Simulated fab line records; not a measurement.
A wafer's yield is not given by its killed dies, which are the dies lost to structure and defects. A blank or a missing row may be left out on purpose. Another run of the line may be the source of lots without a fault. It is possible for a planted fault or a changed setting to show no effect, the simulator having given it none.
A struck lot beside a sound one | flow nand harc | 15 steps out of a route of 1302
Sound: these wafers, L365.2, L365.3, L365.4. Struck: wafers L375.2, L375.3, L375.5. Last of all comes the cause.
Each step with rows lists, per side, the tool, then ch with its chambers, then its first start. Under that, the readings that differ: sound wafers | struck wafers | difference of the means | sigmas: that difference in standard deviations of wafers without a fault.
alike: readings with means less than 2 such deviations apart, plus words and numbers identical on both sides. not compared: withheld readings, readings lacking a value on some wafer, bounds such as >300 that could conceal the same value, and numbers that have no deviation in the record and whose values overlap.
The two part at a step that has a row with sigmas, a row that says differs or no value, or rows on one side only. Numbers that don't overlap but have no deviation are shown without sigmas and don't part them. Lack of a reading on every wafer of one side parts them only where that side has two or more wafers.

first, 8 steps without rows for these wafers: NHARC_A_CHANNEL_HOLE_D1_COAT_36 (time 75 s); NHARC_A_CHANNEL_HOLE_D1_COAT_37 (time 65 s); NHARC_A_CHANNEL_HOLE_D1_COAT_04 (resist thk 90 nm); NHARC_A_CHANNEL_HOLE_D1_SOFTBAKE_05 (time 55 s); NHARC_A_CHANNEL_HOLE_D1_EBR_06; NHARC_A_CHANNEL_HOLE_D1_EXPOSE_07 (exposes mask HOLE D1, target cd 100 nm); NHARC_A_CHANNEL_HOLE_D1_PEB_08 (peb time 65 s); NHARC_A_CHANNEL_HOLE_D1_DEVELOP_09 (develop time 35 s).
NHARC_A_CHANNEL_HOLE_D1_CD_MEAS_10: target cd 100 nm.
  sound on cd sem-03 ch 0, day 8 10:01; struck on cd sem-01 ch 0, day 12 20:21
  alike: cd nm
NHARC_A_CHANNEL_HOLE_D1_OVL_MEAS_11:
  sound on overlay-02, day 8 10:07; struck on overlay-02, day 12 20:26
  alike: overlay x nm, overlay y nm
NHARC_A_CHANNEL_HOLE_D1_INSPECT_12:
  sound on defect inspect-02, day 8 10:08; struck on defect inspect-02, day 12 20:28
  alike: raw defect count
NHARC_A_CHANNEL_HOLE_D1_DESCUM_15: chemistry O2, time 3 s.
  sound on rie diel-11 ch 0,2,3, day 8 10:12; struck on rie diel-11 ch 1,3, day 12 20:47
  alike: drypump motor current A, oes product au, rf vpp V, showerhead plenum p Torr, throttle valve pct
  not compared: rf hours counter h
NHARC_A_CHANNEL_HOLE_D1_ETCH_38: etches the open film in CF4, target depth 39 nm, time 65 s.
  sound on rie diel-11 ch 0,1,3, day 8 10:17; struck on rie diel-11 ch 0,1,3, day 12 20:52
  reading               | sound             | struck            | difference | sigmas
  oes product au (a.u.) | 0.988 0.999 1.006 | 0.863 0.843 0.851 | -0.145     | -11
  alike: drypump motor current A, rf vpp V, showerhead plenum p Torr, throttle valve pct
  not compared: rf hours counter h
NHARC_A_CHANNEL_HOLE_D1_ETCH_39: etches the open film in N2/H2, target depth 260 nm, time 325 s.
  sound on rie diel-11 ch 0,1,2; struck on rie diel-11 ch 0,1
  alike: drypump motor current A, oes product au, rf vpp V, showerhead plenum p Torr, throttle valve pct
  not compared: rf hours counter h
-- record jumps: 15 days between struck wafers' starts before vs after; left off in module A_CHANNEL_HOLE_D1, resumes in module END, first step shown is number 1302 of the route --
NHARC_END_SORT_01:
  only the struck wafers appear in the record here, on prober-01 ch 0 at day 28 08:23; the sound ones have no rows

== WHERE THEY PART ==
First at NHARC_A_CHANNEL_HOLE_D1_ETCH_38; last, within this record, at NHARC_END_SORT_01.

WHY: the cause the simulator had injected
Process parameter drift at NHARC_A_CHANNEL_HOLE_D1_ETCH_38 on rie diel-11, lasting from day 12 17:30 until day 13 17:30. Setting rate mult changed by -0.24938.
